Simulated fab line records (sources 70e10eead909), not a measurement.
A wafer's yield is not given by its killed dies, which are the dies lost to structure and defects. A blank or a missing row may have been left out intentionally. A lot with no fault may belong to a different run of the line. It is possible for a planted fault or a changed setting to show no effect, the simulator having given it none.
Comparing a struck lot with a sound one || flow nandHarc || 14 out of 1302 route steps
Sound: the wafers L205.2, L205.3, L205.5. Struck: wafer L213.2 (left out: L213.1, L213.3 of the same lot, which were not struck); the cause appears at the end.
Per side, at each step with rows, come the tool, then ch with its chambers, and then its first start. Under that, the readings that differ: sound wafers || struck wafers || difference of the means || sigmas: that difference in standard deviations of wafers without a fault.
alike: same words and numbers on both sides, and readings whose means sit less than 2 such deviations apart. not compared: any withheld reading, any reading some wafer has no value for, any bound like >300 that may hide the same value, and any number with overlapping values for which the record gives no deviation.
A row with sigmas, a row that says differs or no value, or rows on one side alone: a step with any of these is where the two part. Numbers that don't overlap but have no deviation are shown without sigmas and don't part them. Lack of a reading on every wafer of one side parts them only where that side has two or more wafers.

NHARC_P_M2_PRE_CLEAN_30: time 30 s.
  sound on pvdSputter-03; struck on pvdSputter-03
  alike: heaterPowerW
then, 1 step without rows for these wafers: NHARC_P_M2_PVD_20 (deposits TaN, target thk 5 nm, time 8.06 s).
NHARC_P_M2_PVD_21: deposits Cu, target thk 30 nm, time 20.49 s.
  sound on pvdSputter-03; struck on pvdSputter-03
  alike: throttleValvePct
then, 1 step without rows for these wafers: NHARC_P_M2_ECD_22 (material Cu, target thk 400 nm).
NHARC_P_M2_ANNEAL_31: time 90 s.
  sound on rtpAnneal-02 ch 0, day 9 09:54; struck on rtpAnneal-01 ch 0, day 12 16:53
  alike: wafer_temp_C_max
then, 1 step without rows for these wafers: NHARC_P_M2_CMP_23 (polishes, t overpolish 20 s, target thk 144.3 nm).
NHARC_P_M2_THK_MEAS_24: measures by xrf.
  sound: filmMetro-01 at day 9 10:31; struck: filmMetro-02 at day 12 17:32
  alike: thkNm
next, for these wafers, 1 step has no rows: NHARC_P_M2_SRD_25.
NHARC_P_M2_INSPECT_27:
  sound: defectInspect-02 at day 9 10:40; struck: defectInspect-02 at day 12 17:42
  alike: rawDefectCount
then, 1 step without rows for these wafers: NHARC_P_M2_PRE_CLEAN_32 (time 12 s).
NHARC_P_M2_DEP_33: deposits SiCN, target thk 30 nm.
  sound on pecvd-03 ch 0,2, day 9 10:49; struck on pecvd-03 ch 2, day 12 17:50
  alike: heaterPowerW, rfFwdPowerW, showerheadVppV
NHARC_P_BONDPAD_DEP_00: deposits SiCN, target thk 250 nm.
  sound on pecvd-01 ch 0,1, day 9 11:16; struck on pecvd-01 ch 2, day 12 18:16
{"reading": "rfFwdPowerW (W)", "sound": "448.6 446.3 448.3", "struck": 270.9, "difference": -176.8, "sigmas": "-99 or more"}
{"reading": "showerheadVppV (V)", "sound": "1515 1367 1545", "struck": 1052, "difference": -424, "sigmas": -5}
  alike: heaterPowerW
NHARC_P_BONDPAD_CMP_32: polishes SiCN, target thk 200 nm.
  sound on cmp-01 ch 0,1, day 9 11:38; struck on cmp-04 ch 2, day 12 18:40
  alike: motorCurrentA, retainingRingPressureFrac, slurryFilterDpKPa
next, for these wafers, 1 step has no rows: NHARC_END_SORT_01.

WHERE THEY PART
Only at NHARC_P_BONDPAD_DEP_00, as far as this record shows. Later steps at which nothing parts them and some readings are alike: NHARC_P_BONDPAD_CMP_32.

WHY: what had been put in by the simulator
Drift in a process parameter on pecvd-01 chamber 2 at NHARC_P_BONDPAD_DEP_00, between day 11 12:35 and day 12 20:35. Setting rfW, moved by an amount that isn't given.
